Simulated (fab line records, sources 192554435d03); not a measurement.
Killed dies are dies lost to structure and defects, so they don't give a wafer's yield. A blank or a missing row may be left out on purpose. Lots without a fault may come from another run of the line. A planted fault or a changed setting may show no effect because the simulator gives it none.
Which tool did it? | flow n5_finfet | 6 lots, 16 wafers sampled, at 2 steps of a route of 1938

WHAT THE GAUGES READ, wafer by wafer
N5_MIM_BOT_LITHO_CD_MEAS_08: target cd 3000 nm.
lot  | measured     | on        | cd_nm (nm)
L865 | day 14 02:07 | cd_sem-01 | 3000.7 3000.8
L871 | day 15 15:56 | cd_sem-02 | 3002.1 3000.5 3000.6
L873 | day 16 21:25 | cd_sem-01 | 3004.3 3002.3
L875 | day 17 17:05 | cd_sem-03 | 3000.6 2999.3 2998.9
L883 | day 18 16:39 | cd_sem-01 | 3002.7 3000.7 3000.6
L885 | day 19 23:56 | cd_sem-03 | 3001.6 3003.5 3002.1

WHICH TOOL RAN EACH LOT (tool, then ch and the chambers of the sampled wafers, then the start)
lot  | N5_BEOL_M15_PRE_CLEAN_42
L865 | pvd_sputter-03, day 13 16:13
L871 | pvd_sputter-01, day 15 09:59
L873 | pvd_sputter-03, day 16 12:04
L875 | pvd_sputter-01, day 17 12:09
L883 | pvd_sputter-02, day 18 10:23
L885 | pvd_sputter-03, day 19 17:25
- N5_BEOL_M15_PRE_CLEAN_42: time 30 s.

THE ANSWER, worked out from the rows above alone
Rule: what is usual is taken from the lots themselves. Put in order of their means at a reading, lots are off if they are a third of the lots or fewer, leave a main group of 4 or more, and stand apart from it by a gap of 3 or more times the standard deviation of the main group's means; of several such gaps the widest counts. A main group whose means are all the same, to the digits that the tables above print for the reading, isn't used. A lot without any number at a reading at which 4 lots or more have one is off too. The other lots that the step has rows for count as sound.
No lot is off at any reading shown: from this, nothing can be told.

WHAT THE SIMULATOR HAD PUT IN
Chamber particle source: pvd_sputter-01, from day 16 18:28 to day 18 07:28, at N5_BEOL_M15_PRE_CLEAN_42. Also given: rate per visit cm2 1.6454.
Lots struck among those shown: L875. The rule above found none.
